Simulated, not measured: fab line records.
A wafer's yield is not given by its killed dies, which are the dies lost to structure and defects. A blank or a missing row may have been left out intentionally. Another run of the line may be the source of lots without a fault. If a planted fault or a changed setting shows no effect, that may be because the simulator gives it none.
Chamber matching    flow n5 finfet    rie diel-03 running N5_BEOL_M9_ETCH_65: 4 sister chambers
The step etches SiARC in CF4, target depth 15.6 nm, time 26 s. 20 wafers are shown with their chamber, then 10 later ones without.

== EACH WAFER AND ITS CHAMBER ==
wafer   chamber  throttle valve pct (%)  showerhead plenum p Torr (Torr)  oes product au (a.u.)
L075.1  1        16.08                   2.21                             0.61
L075.2  3        15.31                   2.18                             0.76
L075.5  3        15.32                   2.18                             0.77
L078.1  2        15.52                   2.14                             0.62
L078.3  1        16.09                   2.21                             0.61
L078.6  2        15.53                   2.14                             0.62
L080.3  0        15.42                   2.14                             0.65
L080.4  1        16.10                   2.21                             0.60
L080.5  1        16.10                   2.21                             0.60
L084.2  2        15.56                   2.14                             0.62
L084.4  0        15.43                   2.14                             0.65
L084.6  1        16.14                   2.21                             0.60
L089.1  1        16.12                   2.20                             0.60
L089.2  0        15.44                   2.14                             0.64
L089.3  2        15.58                   2.13                             0.60
L088.1  3        15.37                   2.17                             0.72
L088.4  0        15.45                   2.13                             0.64
L088.6  1        16.14                   2.20                             0.60
L093.1  1        16.15                   2.20                             0.59
L093.5  1        16.15                   2.20                             0.59

SIGNATURES (means of the wafers above)
reading                   chamber 0  chamber 1  chamber 2  chamber 3  scatter within a chamber
throttle valve pct        15.4350    16.1189    15.5475    15.3333    0.0259
showerhead plenum p Torr  2.1375     2.2056     2.1375     2.1767     0.00524
oes product au            0.6450     0.6000     0.6150     0.7500     0.0117
Rule: a wafer lies at a distance from a chamber equal to the root of the sum of squares, over the readings, of (its reading less the chamber's mean, divided by the reading's scatter). If the next closest chamber is less than 2 further off than the closest, the wafer can't be placed; otherwise it belongs to the closest. The scatter: take each reading less its chamber's mean, square it, sum over the shown wafers, divide by the number of wafers less the number of chambers, and take the root.

== WAFERS WHOSE CHAMBER IS MISSING ==
wafer   throttle valve pct (%)  showerhead plenum p Torr (Torr)  oes product au (a.u.)
L093.6  15.58                   2.13                             0.60
L091.2  15.47                   2.13                             0.63
L091.4  15.59                   2.13                             0.60
L091.6  15.40                   2.17                             0.71
L095.2  15.41                   2.16                             0.70
L095.3  15.61                   2.13                             0.59
L095.4  15.47                   2.13                             0.63
L097.1  15.40                   2.16                             0.70
L097.2  15.46                   2.13                             0.62
L097.3  15.61                   2.13                             0.60

== CHAMBER TAKEN BY EACH ==
wafer   from the rows above      in truth
L093.6  2                        2
L091.2  can't be placed: 0 or 2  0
L091.4  2                        2
L091.6  3                        3
L095.2  can't be placed: 3 or 0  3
L095.3  2                        2
L095.4  can't be placed: 0 or 2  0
L097.1  can't be placed: 3 or 0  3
L097.2  can't be placed: 0 or 2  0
L097.3  2                        2
Placed correctly: 5 of 10. Not placeable from these rows: 5 (in 5, the candidates include the true chamber). Placed wrongly: 0.
